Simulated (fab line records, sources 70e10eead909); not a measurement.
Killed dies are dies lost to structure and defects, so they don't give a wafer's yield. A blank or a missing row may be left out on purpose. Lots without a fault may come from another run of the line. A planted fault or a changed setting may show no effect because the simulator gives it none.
fab line records | flow nand_harc
record lots=5 wafers=14 last_day=32
route steps=1302 shown P_BONDPAD@364 END@1302
lots that met no fault: from a run of the same line without faults
start_h: hours from the record's first day to the start of the lot's first wafer shown | wait_h: hours since the lot's step before | " the same as in the row above | L1.1+2: a row that stands for several wafers | - no value, or no start given | * or withheld: withheld | < > ~ a bound
route shown NAME@n: a module of which the file shows steps, and the number in the route of the first | usual: mean/standard deviation of fault-free wafers | same: alike in all rows | chamber/n: place in a boat | sites: the reading at each site | _std_site: their standard deviation | _edge_site: outer sites' mean less inner sites' | radius_mm: how far each site lies from the wafer's centre | mask NAME#n: copy n | behind: the tool/chamber that last shaped the wafer | hold: why the lot was held/for how many hours/how that ended | device: the transistor (n, p or np) that didn't switch | end of line: the same wafers' tests at the end of the route | a step without rows: its recipe alone | killed: dies lost to structure and defects at the first sort, not the wafer's yield | map: a wafer's dies, x killed, . not, _ none there
set.NAME: the setting as run; set.NAME@STEP: as run at that earlier step | model.NAME: the simulator's own value behind a step, which no gauge read
lots at some steps of the route; a table a step, a row a wafer
services: from which hour (start_h, from the record's first day; less than 0 if before it) a tool's chamber was out of use, for how many hours, and why
## steps
# step NHARC_P_BONDPAD_CD_MEAS_09
# recipe target_cd_nm=500 landing_energy_ev=500
# usual cd_nm=499.6/1.8
# columns lot.wafer tool chamber start_h wait_h cd_nm
L196.2 cd_sem-01 0 154.13 - 502.8
L196.3 " 0 " " 503.9
L196.4 " 0 " " 502.4
L204.3 cd_sem-03 0 239.09 - 500.2
L204.4 " 0 " " 499.8
L210.3 cd_sem-03 0 296.94 - 498.9
L210.4 " 0 " " 500.3
L210.6 " 0 " " 499.9
L212.2 cd_sem-01 0 309.69 - 503.0
L212.5 " 0 " " 501.1
L212.6 " 0 " " 501.0
L215.2 cd_sem-02 0 347.72 - 500.8
L215.3 " 0 " " 500.5
L215.6 " 0 " " 502.3
# step NHARC_P_BONDPAD_OVL_MEAS_38
# usual overlay_x_nm=-1/6.9 overlay_y_nm=0/5.2
# columns lot.wafer tool chamber start_h wait_h overlay_x_nm overlay_y_nm
L196.2 overlay-01 - 154.21 - -7 2
L196.3 " - " " -7 2
L196.4 " - " " -8 2
L204.3 overlay-01 - 239.18 - 13 -2
L204.4 " - " " 14 -1
L210.3 overlay-02 - 297.03 - -5 -6
L210.4 " - " " -6 -7
L210.6 " - " " -5 -7
L212.2 overlay-01 - 309.78 - 6 0
L212.5 " - " " 6 0
L212.6 " - " " 6 0
L215.2 overlay-02 - 347.80 - -2 -10
L215.3 " - " " -2 -10
L215.6 " - " " -3 -9
# step NHARC_P_BONDPAD_HARDBAKE_10
# recipe temp_c=118 time_s=65
# step NHARC_P_BONDPAD_DESCUM_11
# recipe time_s=3 o2_flow_sccm=200 ar_flow_sccm=0 bias_power_w=0 chemistry=O2
# usual drypump_motor_current_A=6.0/0.59 oes_product_au=1.000/0.011 rf_vpp_V=57.7/0.87 showerhead_plenum_p_Torr=1.92/0.089 throttle_valve_pct=11.310/0.0093
# columns lot.wafer tool chamber start_h wait_h drypump_motor_current_A oes_product_au rf_hours_counter_h rf_vpp_V showerhead_plenum_p_Torr throttle_valve_pct
L196.2 rie_diel-04 0 154.34 - 6.5 0.988 9 58.8 2.00 11.317
L196.4 " 2 " " 6.7 0.997 8 57.7 1.86 11.321
L196.3 " 3 " " 5.4 0.976 9 58.9 1.90 11.313
L204.3 rie_diel-04 0 239.31 - 6.5 0.985 4 56.3 2.00 11.303
L204.4 " 0 " " 6.5 0.988 - 58.8 2.00 11.294
L210.3 rie_diel-03 1 297.15 - 6.3 1.000 0 57.8 1.90 11.311
L210.4 " 2 " " 5.2 0.985 - 57.4 1.86 11.305
L210.6 " 3 " " 5.9 0.982 - 59.2 2.06 11.310
L212.2 rie_diel-04 0 309.92 - 6.5 0.992 9 55.6 2.00 11.310
L212.6 " 2 " " 6.8 1.012 - 58.0 1.86 11.310
L212.5 " 3 " " 5.4 0.982 - 57.3 1.90 11.311
L215.2 rie_diel-03 1 347.93 - 6.2 1.001 1 55.7 1.90 11.305
L215.3 " 2 " " 5.2 1.007 1 57.6 1.86 11.298
L215.6 " 2 " " 5.2 0.999 - 56.4 1.86 11.315
# step NHARC_P_BONDPAD_ETCH_37
# recipe target_depth_a=600 overetch_a=180 time_s=65.91 ion_energy_ev=200 n2_flow_sccm=150 h2_flow_sccm=150 ar_flow_sccm=0 rf_w=400 bias_w=150 chemistry=N2/H2
# usual drypump_motor_current_A=6.0/0.58 oes_product_au=0.999/0.011 rf_fwd_power_W=396.5/1.5 rf_vpp_V=430.8/2.8 showerhead_plenum_p_Torr=2.05/0.1 throttle_valve_pct=14.172/0.0082
# columns lot.wafer tool chamber start_h wait_h drypump_motor_current_A oes_product_au rf_fwd_power_W rf_hours_counter_h rf_vpp_V showerhead_plenum_p_Torr throttle_valve_pct
L196.3 rie_diel-04 2 154.42 0.1 6.7 1.005 395.7 8 428.2 1.99 14.171
L196.4 " 0 " " 6.5 1.002 393.6 9 433.7 2.14 14.170
L196.2 " 1 " " 6.7 1.002 398.2 8 430.9 2.03 14.176
L204.3 rie_diel-04 2 239.41 0.1 6.8 1.016 397.4 3 430.1 1.98 14.158
L204.4 " 3 " " 5.4 0.984 397.2 - 428.2 2.03 14.170
L210.3 rie_diel-03 3 297.27 0.1 5.9 0.995 394.9 0 436.6 2.20 14.154
L210.4 " 1 " " 6.3 0.996 396.8 - 430.4 2.02 14.175
L210.6 " 3 " " 5.9 0.983 395.1 - 435.6 2.20 14.184
L212.2 rie_diel-04 1 309.99 0.1 6.8 0.997 396.8 5 430.6 2.02 14.167
L212.5 " 1 " " 6.7 0.994 396.8 - 430.0 2.02 14.179
L212.6 " 2 " " 6.8 1.013 396.1 - 429.0 1.98 14.172
L215.2 rie_diel-03 3 348.02 0.1 5.9 0.988 398.4 1 435.2 2.20 14.174
L215.3 " 0 " " 5.8 1.005 394.0 1 428.0 1.94 14.162
L215.6 " 2 " " 5.2 1.001 397.1 - 427.7 1.99 14.169
# step NHARC_P_BONDPAD_ETCH_12
# recipe target_depth_a=2000 time_s=100 chf3_flow_sccm=50 o2_flow_sccm=10 ar_flow_sccm=200 rf_w=500 bias_w=200 chemistry=CHF3/O2
# step NHARC_P_BONDPAD_CD_MEAS_13
# usual cd_nm=499.2/1.9
# columns lot.wafer tool chamber start_h wait_h cd_nm
L196.2 cd_sem-02 - 154.65 - 501.4
L196.3 " - " " 502.9
L196.4 " - " " 501.7
L204.3 cd_sem-02 - 239.67 - 500.0
L204.4 " - " " 499.5
L210.3 cd_sem-02 - 297.52 - 498.3
L210.4 " - " " 500.0
L210.6 " - " " 500.0
L212.2 cd_sem-02 - 310.22 - 502.6
L212.5 " - " " 500.1
L212.6 " - " " 499.3
L215.2 cd_sem-02 - 348.24 - 499.6
L215.3 " - " " 500.5
L215.6 " - " " 502.4
# step NHARC_P_BONDPAD_STRIP_15
# recipe o2_flow_sccm=500 ar_flow_sccm=0 bias_w=0 chemistry=O2
# usual drypump_motor_current_A=5.9/0.55 oes_product_au=1.004/0.0094 rf_vpp_V=57.8/0.99 showerhead_plenum_p_Torr=3.53/0.18 throttle_valve_pct=17.036/0.0091
# columns lot.wafer tool chamber start_h wait_h drypump_motor_current_A oes_product_au rf_hours_counter_h rf_vpp_V showerhead_plenum_p_Torr throttle_valve_pct
L196.3 rie_diel-03 3 154.74 0.1 5.9 0.996 1.0 57.8 3.79 17.055
L196.4 " 0 " " 5.9 1.000 1.0 56.7 3.37 17.037
L196.2 " 1 " " 6.3 1.005 0.9 58.2 3.51 17.039
L204.3 rie_diel-04 3 239.76 0.1 5.4 0.982 5.1 57.7 3.51 17.035
L204.4 " 2 " " 6.8 1.015 - 57.6 3.44 17.031
L210.3 rie_diel-02 1 297.59 0.1 6.0 1.008 3.9 57.5 3.70 17.037
L210.4 " 3 " " 4.7 1.009 3.5 58.0 3.77 17.048
L210.6 " 2 " " 6.3 1.007 - 56.8 3.37 17.040
L212.2 rie_diel-02 1 310.32 0.1 6.0 1.009 4.5 57.7 3.70 17.034
L212.5 " 3 " " 4.7 1.003 - 59.4 3.77 17.040
L212.6 " 0 " " 6.3 1.013 - 58.1 3.29 17.017
L215.2 rie_diel-04 2 348.35 0.1 6.8 1.007 10.4 57.4 3.44 17.025
L215.3 " 3 " " 5.4 0.997 12.9 58.3 3.50 17.025
L215.6 " 1 " " 6.8 0.994 - 58.2 3.50 17.025
# step NHARC_P_BONDPAD_ETCH_24
# recipe target_depth_a=300 over_etch_frac=0.3 time_s=72.99 ion_energy_ev=150 cf4_flow_sccm=50 n2_flow_sccm=100 ar_flow_sccm=150 rf_w=300 bias_w=100 chemistry=CF4/N2
# usual drypump_motor_current_A=5.9/0.56 oes_product_au=1.003/0.0095 rf_fwd_power_W=297.4/1.2 rf_vpp_V=314.2/2.4 showerhead_plenum_p_Torr=2.63/0.13 throttle_valve_pct=19.795/0.0095
# columns lot.wafer tool chamber start_h wait_h drypump_motor_current_A oes_product_au rf_fwd_power_W rf_hours_counter_h rf_vpp_V showerhead_plenum_p_Torr throttle_valve_pct
L196.4 rie_diel-03 2 - - 5.2 0.998 297.2 0.9 312.9 2.56 19.799
L196.3 " 0 " " 5.9 1.001 296.8 1.0 311.9 2.51 19.780
L196.2 " 1 " " 6.3 0.998 297.0 0.9 313.5 2.61 19.796
L204.3 rie_diel-04 3 239.94 0.2 5.4 0.980 296.6 5.1 314.3 2.61 19.797
L204.4 " 3 " " 5.4 0.985 296.8 - 313.6 2.61 19.788
L210.4 rie_diel-02 2 - - 6.2 1.005 295.6 3.8 312.3 2.50 19.786
L210.3 " 3 " " 4.7 1.003 298.0 3.5 317.3 2.81 19.795
L210.6 " 2 " " 6.2 1.005 297.5 - 312.3 2.50 19.794
L212.2 rie_diel-02 1 - - 6.0 1.008 298.7 4.6 317.0 2.76 19.793
L212.5 " 1 " " 6.0 1.001 299.0 - 315.9 2.76 19.805
L212.6 " 2 " " 6.3 1.005 296.3 - 313.4 2.50 19.795
L215.2 rie_diel-04 1 - - 6.7 0.994 297.9 8.2 315.7 2.60 19.785
L215.3 " 2 " " 6.7 1.010 297.0 10.4 313.4 2.56 19.778
L215.6 " 1 " " 6.7 0.997 299.0 - 313.7 2.60 19.785
# step NHARC_P_BONDPAD_STRIP_16
# recipe time_s=600 temp_c=30 chemistry=post_etch_residue_remover
# step NHARC_P_BONDPAD_DEGAS_25
# recipe temp_c=300 time_s=60
# usual heater_power_w=468/56
# columns lot.wafer tool chamber start_h wait_h heater_power_w
L196.3 pvd_sputter-02 - 155.27 - 505
L196.2 " - " " 476
L196.4 " - " " 480
L204.3 pvd_sputter-01 - 240.34 - 465
L204.4 " - " " 373
L210.4 pvd_sputter-03 - 298.13 - 558
L210.3 " - " " 437
L210.6 " - " " 519
L212.2 pvd_sputter-01 - 310.86 - 371
L212.6 " - " " 532
L212.5 " - " " 385
L215.2 pvd_sputter-01 - 348.87 - 525
L215.3 " - " " 371
L215.6 " - " " 456
# step NHARC_P_BONDPAD_PRE_CLEAN_26
# recipe time_s=30 temp_c=280 gas=H2/He
# step NHARC_P_BONDPAD_PVD_17
# recipe target_thk_a=50 bias_v=168.6 power_w=15000 chamber_pressure_pa=0.12 time_s=8.06 substrate_temp_c=50 material=TaN
# usual substrate_temp_c=50.00/0.12 throttle_valve_pct=30.4/0.85 time_s=8.06/0
# columns lot.wafer tool chamber start_h wait_h substrate_temp_c throttle_valve_pct time_s
L196.2 pvd_sputter-02 - 155.40 - 50.00 29.2 8.06
L196.4 " - " " 49.90 31.5 8.06
L196.3 " - " " 50.04 31.1 8.06
L204.3 pvd_sputter-01 - 240.46 - 49.95 30.1 8.06
L204.4 " - " " 49.91 30.6 8.4746
L210.3 pvd_sputter-03 - 298.34 - 49.94 30.1 8.06
L210.4 " - " " 50.05 29.8 8.06
L210.6 " - " " 50.06 30.0 8.06
L212.2 pvd_sputter-01 - 311.01 - 50.06 30.0 8.06
L212.5 " - " " 49.85 30.9 8.06
L212.6 " - " " 49.68 31.0 8.06
L215.2 pvd_sputter-01 - 348.97 - 49.90 30.1 8.06
L215.3 " - " " 50.15 30.6 8.06
L215.6 " - " " 49.89 29.7 8.06
# step NHARC_P_BONDPAD_PVD_27
# recipe target_thk_a=300 chamber_pressure_pa=5 power_w=5000 substrate_temp_c=30 time_s=20.49 material=Cu
# step NHARC_END_SORT_01
# recipe temp_c=25
# usual defect_limited_yield=90/3.1 killed_at_array=61/20 killed_at_other=0.9/1.1 killed_at_periphery=3.7/2.5 killed_dies=65/21 killed_open=3.3/1.8 killed_short=2.3/1.5
# same gross_dies=677
# columns lot.wafer tool chamber start_h wait_h defect_limited_yield[%] killed_at_array killed_at_other killed_at_periphery killed_dies killed_open killed_short
L196.2 prober-02 0 582.94 2.8 90 66 1 2 69 2 3
L196.3 prober-02 0 583.75 3.1 87 79 1 8 88 4 7
L196.4 prober-02 0 584.55 3.4 88 70 0 9 79 5 3
L204.3 prober-01 0 676.93 3.1 88 73 1 6 80 4 2
L204.4 prober-01 0 677.72 3.4 85 91 1 10 102 1 4
L210.3 prober-02 0 729.63 3.1 95 34 2 1 37 2 6
L210.4 prober-02 0 730.42 3.4 95 30 4 3 37 4 1
L210.6 prober-02 0 732.01 4.0 94 31 1 6 38 5 4
L212.2 prober-02 0 749.12 2.8 91 59 0 1 60 2 3
L212.5 prober-02 0 751.58 3.8 91 58 0 3 61 3 2
L212.6 prober-02 0 752.40 4.1 88 75 0 4 79 5 2
L215.2 prober-02 0 772.14 2.8 93 40 1 5 46 0 4
L215.3 prober-02 0 772.93 3.1 92 54 0 2 56 2 1
L215.6 prober-02 0 775.30 4.0 93 46 1 2 49 2 4
# killed by level:class
L196.2 A_CHANNEL_HOLE_D1:chamber_film_flake=33 A_SLIT:chamber_film_flake=20 A_CHANNEL_HOLE_D2:chamber_film_flake=4 A_CHANNEL_FILL_D2:chamber_film_flake=2 A_M1:chamber_film_flake=2 P_STI:geometric_particle:short=1 P_M1:geometric_particle:short=1 A_CHANNEL_FILL_D1:geometric_particle:open=1
L196.3 A_CHANNEL_HOLE_D1:chamber_film_flake=31 A_SLIT:chamber_film_flake=21 A_CHANNEL_HOLE_D2:chamber_film_flake=9 P_M0:chamber_film_flake=5 A_STAIRCASE:chamber_film_flake=3 A_M1:chamber_film_flake=3 A_CHANNEL_FILL_D1:geometric_particle:short=2 A_CHANNEL_FILL_D2:geometric_particle:short=2
L196.4 A_CHANNEL_HOLE_D1:chamber_film_flake=33 A_SLIT:chamber_film_flake=21 A_CHANNEL_HOLE_D2:chamber_film_flake=5 A_M1:chamber_film_flake=5 P_M0:chamber_film_flake=3 P_M0:geometric_particle:open=2 P_GATE:geometric_particle:open=1 P_CONTACT:geometric_particle:short=1
L204.3 A_CHANNEL_HOLE_D1:chamber_film_flake=33 A_SLIT:chamber_film_flake=22 A_CHANNEL_HOLE_D2:chamber_film_flake=7 A_STAIRCASE:chamber_film_flake=4 P_CONTACT:geometric_particle:open=2 P_GATE:chamber_film_flake=2 A_CHANNEL_HOLE_D2:unspecified=2 P_M0:geometric_particle:short=1
L204.4 A_SLIT:chamber_film_flake=35 A_CHANNEL_HOLE_D1:chamber_film_flake=30 P_GATE:chamber_film_flake=8 A_CHANNEL_HOLE_D2:chamber_film_flake=6 A_WL_FILL:chamber_film_flake=5 A_STAIRCASE:chamber_film_flake=3 A_CHANNEL_FILL_D2:geometric_particle:short=2 A_CHANNEL_FILL_D2:chamber_film_flake=2
L210.3 A_CHANNEL_HOLE_D1:chamber_film_flake=12 A_SLIT:chamber_film_flake=6 A_WL_FILL:chamber_film_flake=3 A_DECK1_JOINT:geometric_particle:short=2 A_STAIRCASE:chamber_film_flake=2 A_CONTACT:chamber_film_flake=2 THIN_TSV:chamber_film_flake=2 P_CONTACT:geometric_particle:open=1
L210.4 A_CHANNEL_HOLE_D1:chamber_film_flake=10 A_CONTACT:chamber_film_flake=9 A_STAIRCASE:chamber_film_flake=4 THIN_TSV:chamber_film_flake=4 A_ONON_D2:geometric_particle:open=2 A_SLIT:chamber_film_flake=2 P_M0:geometric_particle:short=1 P_M1:geometric_particle:open=1
L210.6 A_CHANNEL_HOLE_D1:chamber_film_flake=10 A_CONTACT:chamber_film_flake=8 A_SLIT:chamber_film_flake=5 P_M1:geometric_particle:open=2 P_M0:geometric_particle:open=1 P_M2:geometric_particle:open=1 A_DECK1_JOINT:geometric_particle:short=1 A_ONON_D2:geometric_particle:short=1
L212.2 A_CHANNEL_HOLE_D1:chamber_film_flake=28 A_CHANNEL_HOLE_D2:chamber_film_flake=17 A_SLIT:chamber_film_flake=4 A_WL_FILL:chamber_film_flake=3 A_ONON_D2:geometric_particle:short=2 A_DECK1_JOINT:geometric_particle:open=1 A_CHANNEL_FILL_D2:geometric_particle:open=1 A_SGD_CUT:geometric_particle:short=1
L212.5 A_CHANNEL_HOLE_D1:chamber_film_flake=26 A_CHANNEL_HOLE_D2:chamber_film_flake=14 A_CONTACT:chamber_film_flake=5 A_SLIT:chamber_film_flake=4 A_WL_FILL:chamber_film_flake=3 P_CONTACT:geometric_particle:open=2 A_SGD_CUT:geometric_particle:open=1 A_WL_FILL:geometric_particle:short=1
L212.6 A_CHANNEL_HOLE_D1:chamber_film_flake=29 A_CHANNEL_HOLE_D2:chamber_film_flake=26 A_CONTACT:chamber_film_flake=8 A_CHANNEL_FILL_D2:chamber_film_flake=2 A_SLIT:chamber_film_flake=2 P_M0:geometric_particle:short=1 P_M2:geometric_particle:open=1 A_CHANNEL_HOLE_D2:geometric_particle:short=1
L215.2 A_SLIT:chamber_film_flake=24 A_CHANNEL_HOLE_D1:chamber_film_flake=6 A_STAIRCASE:chamber_film_flake=3 A_CONTACT:chamber_film_flake=3 P_M1:chamber_film_flake=2 P_M0:geometric_particle:short=1 A_DECK1_JOINT:geometric_particle:short=1 A_ONON_D2:geometric_particle:short=1
L215.3 A_SLIT:chamber_film_flake=32 A_CHANNEL_HOLE_D1:chamber_film_flake=6 A_STAIRCASE:chamber_film_flake=5 A_CONTACT:chamber_film_flake=5 A_SOURCE_PLATE:geometric_particle:open=1 A_ONON_D1:geometric_particle:short=1 A_BLC:geometric_particle:open=1 P_ZERO_WELL:chamber_film_flake=1
L215.6 A_SLIT:chamber_film_flake=23 A_CHANNEL_HOLE_D1:chamber_film_flake=9 A_STAIRCASE:chamber_film_flake=3 A_CONTACT:chamber_film_flake=3 A_M0:chamber_film_flake=2 A_ONON_D1:geometric_particle:short=1 A_ONON_D2:geometric_particle:open=1 A_ONON_D2:geometric_particle:short=1
## services
# columns tool chamber start_h hours kind
rie_diel-03 1 140.05 3.4 repair
pvd_sputter-02 - 140.85 0.9 repair
pvd_sputter-02 - 147.57 3.4 repair
pvd_sputter-03 - 170.32 10.0 pm
rie_diel-04 - 172.79 0.4 repair
rie_diel-04 - 177.90 9.0 pm
rie_diel-03 2 178.51 2.2 repair
rie_diel-03 - 183.40 0.6 repair
rie_diel-04 2 199.54 7.2 repair
rie_diel-04 1 204.66 47.6 repair
rie_diel-02 - 216.72 9.0 pm
rie_diel-04 2 218.29 6.9 repair
rie_diel-03 2 226.02 17.2 repair
pvd_sputter-01 - 226.07 10.0 pm
rie_diel-03 0 234.50 2.8 repair
rie_diel-02 - 238.75 1.7 repair
rie_diel-03 2 260.24 5.0 repair
pvd_sputter-01 - 264.00 16.4 repair
rie_diel-02 0 269.53 1.5 repair
rie_diel-03 0 276.18 32.9 repair
rie_diel-03 - 281.30 9.0 pm
rie_diel-03 2 301.44 10.0 repair
rie_diel-03 3 330.80 5.6 repair
pvd_sputter-01 - 338.25 3.5 repair
## key
first_sign step=NHARC_P_BONDPAD_PVD_17 reading=time_s direction=up sigmas=99+ usual=* struck=*
effect none on later readings
met_at NHARC_P_BONDPAD_PVD_17
struck_wafers L204.4
fault kind=process_parameter_drift tool=pvd_sputter-01 chamber=- onset_h=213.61 steps=NHARC_P_BONDPAD_PVD_17 channel=time_s offset=* shape=step end_h=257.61 scope=struck_wafers_only acts_in=* stated=*
